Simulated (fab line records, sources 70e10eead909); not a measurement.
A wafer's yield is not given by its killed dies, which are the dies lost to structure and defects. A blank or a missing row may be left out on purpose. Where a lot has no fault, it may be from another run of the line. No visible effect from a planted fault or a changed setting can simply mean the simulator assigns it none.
Which tool is to blame?    flow nand-harc    24 lots, 72 wafers sampled, at 4 steps of a route of 1302

== WHAT THE GAUGES READ, wafer by wafer ==
NHARC_P_STI_OCD_MEAS_43. Usual: trench-depth-nm 301 nm, standard deviation 4; trench-foot-cd-nm 157.0 nm, standard deviation 1.7.
lot   measured      on      trench-depth-nm (nm)  trench-foot-cd-nm (nm)  flag
L074  day 2 22:28   ocd-02  305 306 304           157.0 156.2 155.3       
L075  day 3 07:31   ocd-01  307 305 304           158.2 158.6 159.3       
L076  day 3 17:47   ocd-01  304 306 301           158.4 155.9 157.0       
L077  day 4 07:19   ocd-01  305 299 303           154.2 156.6 157.3       
L078  day 4 13:58   ocd-02  300 302 299           157.4 157.7 160.0       
L079  day 4 21:58   ocd-02  306 302 302           158.4 156.8 157.2       
L080  day 5 11:31   ocd-02  300 296 303           157.4 160.6 155.9       
L081  day 5 19:22   ocd-01  309 303 305           155.4 155.9 156.6       
L082  day 6 04:20   ocd-02  302 298 298           156.9 159.3 156.5       
L083  day 6 15:23   ocd-01  301 299 302           157.2 159.7 151.9       
L084  day 7 03:22   ocd-02  304 301 305           158.8 158.2 157.9       
L085  day 7 11:14   ocd-01  305 304 296           158.3 156.0 160.4       
L086  day 7 21:34   ocd-02  305 298 300           157.1 157.6 156.5       
L087  day 8 08:25   ocd-01  296 294 294           157.3 159.6 158.7       
L088  day 8 16:18   ocd-02  299 300 304           154.1 156.4 155.4       
L089  day 9 03:13   ocd-01  303 306 295           154.8 153.8 156.1       
L090  day 9 12:06   ocd-02  301 298 302           160.8 158.2 158.4       
L091  day 9 22:04   ocd-02  300 300 300           155.2 154.8 156.2       
L092  day 10 10:06  ocd-02  297 303 303           159.9 156.0 155.2       
L093  day 10 20:07  ocd-01  298 301 301           155.7 159.1 156.5       
L094  day 11 06:38  ocd-01  302 305 306           155.7 155.5 157.7       
L095  day 11 17:22  ocd-01  291 303 297           158.2 158.0 157.1       
L096  day 12 00:33  ocd-02  299 307 302           156.2 158.3 156.4       
L097  day 12 11:35  ocd-02  300 295 295           155.7 158.6 156.3       

NHARC_P_GATE_INSPECT_28. Usual: raw-defect-count reads 6.1 (standard deviation 2.8).
lot   measured      on                 raw-defect-count  flag
L074  day 5 07:41   defect-inspect-01  8 5 7             
L075  day 5 12:34   defect-inspect-02  5 6 6             
L076  day 5 18:29   defect-inspect-02  6 9 8             
L077  day 6 11:02   defect-inspect-02  2 10 4            
L078  day 6 19:49   defect-inspect-02  2 4 8             
L079  day 6 22:23   defect-inspect-01  11 10 3           
L080  day 7 16:44   defect-inspect-01  4 7 6             
L081  day 7 16:35   defect-inspect-01  6 5 13            
L082  day 8 04:17   defect-inspect-01  9 4 10            
L083  day 8 17:58   defect-inspect-02  6 3 5             
L084  day 9 07:30   defect-inspect-01  5 6 7             
L085  day 9 10:51   defect-inspect-01  6 4 7             
L086  day 10 04:39  defect-inspect-02  3 2 9             
L087  day 11 02:52  defect-inspect-01  4 5 9             
L088  day 11 02:41  defect-inspect-01  7 5 8             
L089  day 11 03:20  defect-inspect-01  13 7 4            
L090  day 11 18:08  defect-inspect-02  9 9 3             
L091  day 12 01:58  defect-inspect-02  11 6 5            
L092  day 12 14:52  defect-inspect-02  7 3 3             
L093  day 12 18:38  defect-inspect-02  2 2 6             
L094  day 13 09:31  defect-inspect-01  4 7 3             
L095  day 13 19:45  defect-inspect-01  13 10 6           
L096  day 13 23:51  defect-inspect-02  10 4 11           
L097  day 14 16:08  defect-inspect-01  4 6 4             

NHARC_P_M0_INSPECT_11. Usual: raw-defect-count reads 4.2 (standard deviation 2.3).
lot   measured      on                 raw-defect-count  flag
L074  day 6 07:56   defect-inspect-02  9 5 3             
L075  day 6 12:54   defect-inspect-02  3 2 3             
L076  day 6 19:02   defect-inspect-01  1 8 3             
L077  day 7 12:02   defect-inspect-02  3 2 6             
L078  day 7 19:46   defect-inspect-01  5 7 6             
L079  day 8 00:55   defect-inspect-02  3 4 0             
L080  day 8 16:55   defect-inspect-02  3 10 3            
L081  day 8 17:42   defect-inspect-01  2 6 2             
L082  day 9 04:36   defect-inspect-01  4 1 5             
L083  day 9 18:26   defect-inspect-02  2 4 9             
L084  day 10 08:01  defect-inspect-01  5 4 3             
L085  day 10 10:53  defect-inspect-02  3 2 0             
L086  day 11 05:11  defect-inspect-02  5 8 9             
L087  day 12 03:55  defect-inspect-01  6 1 3             
L088  day 12 03:00  defect-inspect-01  5 5 3             
L089  day 12 04:46  defect-inspect-01  3 4 7             
L090  day 12 18:32  defect-inspect-02  3 4 2             
L091  day 13 04:20  defect-inspect-02  4 2 13            
L092  day 13 14:58  defect-inspect-02  0 1 5             
L093  day 13 19:05  defect-inspect-01  4 4 3             
L094  day 14 09:37  defect-inspect-01  2 5 5             
L095  day 14 19:43  defect-inspect-01  7 5 3             
L096  day 15 00:13  defect-inspect-02  2 4 3             
L097  day 15 16:59  defect-inspect-02  6 7 5             

== WHAT TOOL EACH LOT RAN ON (gives the tool, then ch and the chambers of the sampled wafers, and finally the start) ==
lot   NHARC_P_GATE_RTA_80
L074  rtp-anneal-02 ch 0, day 6 01:22
L075  rtp-anneal-02 ch 0, day 6 06:30
L076  rtp-anneal-01 ch 0, day 6 12:01
L077  rtp-anneal-02 ch 0, day 7 05:07
L078  rtp-anneal-02 ch 0, day 7 13:21
L079  rtp-anneal-02 ch 0, day 7 18:08
L080  rtp-anneal-02 ch 0, day 8 10:19
L081  rtp-anneal-01 ch 0, day 8 11:10
L082  rtp-anneal-02 ch 0, day 8 21:53
L083  rtp-anneal-02 ch 0, day 9 11:44
L084  rtp-anneal-02 ch 0, day 10 01:22
L085  rtp-anneal-01 ch 0, day 10 04:25
L086  rtp-anneal-01 ch 0, day 10 22:22
L087  rtp-anneal-02 ch 0, day 11 21:21
L088  rtp-anneal-01 ch 0, day 11 20:40
L089  rtp-anneal-01 ch 0, day 11 22:12
L090  rtp-anneal-01 ch 0, day 12 11:53
L091  rtp-anneal-01 ch 0, day 12 21:47
L092  rtp-anneal-02 ch 0, day 13 08:25
L093  rtp-anneal-01 ch 0, day 13 12:41
L094  rtp-anneal-02 ch 0, day 14 03:00
L095  rtp-anneal-02 ch 0, day 14 13:15
L096  rtp-anneal-02 ch 0, day 14 17:23
L097  rtp-anneal-01 ch 0, day 15 09:56
- NHARC_P_GATE_RTA_80: time 30 s.

== WHAT THE TOOLS THEMSELVES READ (means of the sampled wafers that have a number; where no wafer has one, the mark that the record gives instead) ==
NHARC_P_GATE_RTA_80. Usual: wafer_temp_C_max reads 301.2 (standard deviation 0.39).
lot   tool           wafer_temp_C_max  flag
L074  rtp-anneal-02  301.3             
L075  rtp-anneal-02  301.3             
L076  rtp-anneal-01  301.1             
L077  rtp-anneal-02  301.3             
L078  rtp-anneal-02  301.3             
L079  rtp-anneal-02  301.1             
L080  rtp-anneal-02  301.5             
L081  rtp-anneal-01  301.2             
L082  rtp-anneal-02  301.8             
L083  rtp-anneal-02  301.6             
L084  rtp-anneal-02  301.5             
L085  rtp-anneal-01  300.8             
L086  rtp-anneal-01  300.9             
L087  rtp-anneal-02  301.3             
L088  rtp-anneal-01  301.1             
L089  rtp-anneal-01  300.7             
L090  rtp-anneal-01  301.1             
L091  rtp-anneal-01  300.9             
L092  rtp-anneal-02  301.5             
L093  rtp-anneal-01  301.1             
L094  rtp-anneal-02  301.1             
L095  rtp-anneal-02  301.7             
L096  rtp-anneal-02  301.4             
L097  rtp-anneal-01  300.4             

== THE ANSWER, worked out from the rows above alone ==
Rule: lot off if the mean of its wafers having a number is beyond 3 standard deviations from the usual mean. A lot without any number at a reading at which 4 lots or more have one is off too. Any other lot the step has rows for is counted as sound. After the gauges, taken in route order, come the tools' own readings; for these a lot's mean is taken, as printed above. The first step at which some lot is off is used, and at that step the reading that is off furthest; a lot without a number counts as furthest.
No lot is off on any of the readings shown, so nothing can be concluded from this.

== WHAT THE SIMULATOR PUT IN ==
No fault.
